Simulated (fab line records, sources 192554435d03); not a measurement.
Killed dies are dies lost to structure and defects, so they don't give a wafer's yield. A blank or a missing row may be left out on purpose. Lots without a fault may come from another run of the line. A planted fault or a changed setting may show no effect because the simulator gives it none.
A struck lot beside a sound one | flow n5_finfet | 36 steps out of a route of 1938
Sound: wafers L952.1, L952.4, L952.5. Struck: wafer L963.6. (L963.2, L963.5 of the same lot were not struck and are left out.) The cause comes at the end.
At each step with rows: each side's tool, then ch and its chambers, then its first start. Under that, the readings that differ: sound wafers | struck wafers | difference of the means | sigmas: that difference in standard deviations of wafers without a fault.
alike: readings whose means differ by less than 2 such deviations, and words and numbers that are the same on both sides. not compared: withheld readings, readings that some wafer has no value for, bounds like >300 that may hide the same value, and numbers for which the record gives no deviation and whose values overlap.
The two part at a step that has a row with sigmas, a row that says differs or no value, or rows on one side only. Numbers that don't overlap but have no deviation are shown without sigmas and don't part them. A reading that every wafer of one side lacks parts them only if that side has two wafers or more.

first, 8 steps without rows for these wafers: N5_BEOL_M7_SPUTTER_48 (material Cu, target thk 10 nm, time 1.667 s); N5_BEOL_M7_ECD_50 (material Cu, target thk 300 nm); N5_BEOL_M7_ANNEAL_51 (time 90 s); N5_BEOL_M7_CMP_52 (polishes, stops on SiCOH lowk, t overpolish 6.9 s, target thk 80 nm); N5_BEOL_M7_PRE_CLEAN_55 (time 15 s); N5_BEOL_M7_DEP_56 (deposits SiCN from 3MS/NH3, target thk 10 nm, time 17.5 s); N5_BEOL_M8_ILD_DEP_00 (deposits SiCOH lowk from DEMS/porogen, target thk 179.75 nm, time 33.4 s); N5_BEOL_M8_CURE_74 (cures SiCOH lowk, time 240 s).
N5_BEOL_M8_PECVD_70: deposits SiO2 from TEOS/O2, target thk 20 nm, time 22.7 s.
  sound on pecvd-01 ch 0,1,2, day 10 09:31; struck on pecvd-01 ch 0, day 13 13:35
  reading                                    | sound                | struck | difference | sigmas
  susceptor_temp_C (C)                       | 400.00 400.11 399.93 | 428.57 | +28.56     | +99 or more
  model.SiO2_of_BEOL_M8_PECVD_70.thk_nm (nm) | 20 20.2 20.4         | 16     | -4         |
  alike: chamber_pressure_Torr, heater_power_w, showerhead_plenum_p_Torr, throttle_valve_pct
then, 25 steps without rows for these wafers: N5_BEOL_M8_HM_DEP_02 (deposits TiN, target thk 20 nm); N5_BEOL_M8_COAT_59 (time 60 s, resist thk 100 nm); N5_BEOL_M8_COAT_60 (time 60 s, resist thk 35 nm); N5_BEOL_M8_COAT_05 (resist thk 90 nm); N5_BEOL_M8_EBR_07; N5_BEOL_M8_SOFTBAKE_06 (time 60 s); N5_BEOL_M8_EXPOSE_08 (exposes mask M8); N5_BEOL_M8_PEB_09 (peb time 60 s); N5_BEOL_M8_DEVELOP_10 (develop time 30 s); N5_BEOL_M8_DESCUM_16 (chemistry O2, time 7.9 s); N5_BEOL_M8_ETCH_61 (etches SiARC in CF4, target depth 45.5 nm, time 75.8 s); N5_BEOL_M8_ETCH_62 (etches SOC in N2/H2, target depth 110 nm, overetch 22 nm, time 165 s); N5_BEOL_M8_STRIP_68 (strips in N2/H2); N5_BEOL_M8_STRIP_67 (strips in CF4); N5_BEOL_M8_HM_OPEN_17 (chemistry Cl2/BCl3, target TiN, target depth 20 nm, overetch 6 nm); N5_BEOL_M8_STRIP_19 (strips in O2); N5_BEOL_M8_COAT_63 (time 60 s, resist thk 60 nm); N5_BEOL_M8_COAT_64 (time 60 s, resist thk 12 nm); N5_BEOL_M8_COAT_71 (time 60 s, resist thk 5 nm); N5_BEOL_M8_COAT_22 (resist thk 30 nm); N5_BEOL_M8_EBR_24; N5_BEOL_M8_SOFTBAKE_23 (time 60 s); N5_BEOL_M8_EXPOSE_25 (exposes mask V7, target cd 40 nm); N5_BEOL_M8_PEB_26 (peb time 60 s); N5_BEOL_M8_DEVELOP_27 (develop time 30 s).
N5_BEOL_M8_HM_STRIP_39: strips TiN in peroxide tin strip, target depth 25 nm, time 158 s.
  sound on wet_bench-03 ch 0,2,7, day 10 13:28; struck on wet_bench-04 ch 2, day 13 16:22
  reading                                    | sound      | struck | difference | sigmas
  model.SiO2_of_BEOL_M8_PECVD_70.thk_nm (nm) | 20 20 20.2 | 15.8   | -4.3       |
  alike: bath_heat_duty_pct, temp_c
N5_BEOL_M8_CMP_52: polishes, stops on SiCOH lowk, t overpolish 6.9 s, target thk 80 nm.
  sound on cmp-02 ch 0,1, day 10 15:40; struck on cmp-02 ch 0, day 13 18:29
  reading                      | sound          | struck | difference | sigmas
  barrier_field_endpoint_s (s) | 29.2 28.4 29.2 | 23.7   | -5.2       | -7
  alike: motor_current_A

WHERE THEY PART
First at N5_BEOL_M8_PECVD_70; last, within this record, at N5_BEOL_M8_CMP_52.

WHY: what the simulator had put in
Process parameter drift: pecvd-01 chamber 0, from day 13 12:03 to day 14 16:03, at N5_BEOL_M8_PECVD_70. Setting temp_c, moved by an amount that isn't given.
